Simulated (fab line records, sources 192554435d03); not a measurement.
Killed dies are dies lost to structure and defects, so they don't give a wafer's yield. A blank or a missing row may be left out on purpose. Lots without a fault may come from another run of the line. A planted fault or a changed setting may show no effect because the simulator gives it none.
Chamber matching | flow n5_finfet | N5_BEOL_M0_CUTY_DESCUM_61 on rie_diel-06: 4 sister chambers
The step chemistry O2, time 7.9 s. 4 wafers are shown with their chamber, then 8 later ones without.

WAFERS WITH THEIR CHAMBER
wafer  | chamber | showerhead_plenum_p_Torr (Torr)
L085.5 | 2       | 2.22
L092.1 | 3       | 2.16
L092.5 | 0       | 2.09
L094.2 | 1       | 1.96

WAFERS WITHOUT THEIR CHAMBER
wafer  | showerhead_plenum_p_Torr (Torr)
L094.3 | 2.16
L094.6 | 1.96
L095.2 | 2.21
L095.4 | 1.96
L095.5 | 2.08
L097.2 | 2.21
L097.3 | 2.08
L097.5 | 2.21

WHICH CHAMBER EACH WENT THROUGH
wafer  | from the rows above | in truth
L094.3 | 3                   | 3
L094.6 | 1                   | 1
L095.2 | 2                   | 2
L095.4 | 1                   | 1
L095.5 | 0                   | 0
L097.2 | 2                   | 2
L097.3 | 0                   | 0
L097.5 | 2                   | 2
Placed correctly: 8 of 8. Can't be placed from these rows: 0. Placed wrongly: 0.
How it was worked out, from the rows above alone: a wafer's distance from a chamber is the root of the sum, over the readings, of the square of ((its reading less the chamber's mean) divided by the reading's scatter). The wafer belongs to the nearest chamber; if the next one is less than 2 further off, it can't be placed. A chamber's mean is the mean of its shown wafers. The scatter: with one shown wafer a chamber, the root of the mean of the squares of how far each hidden wafer lies from its nearest shown one.
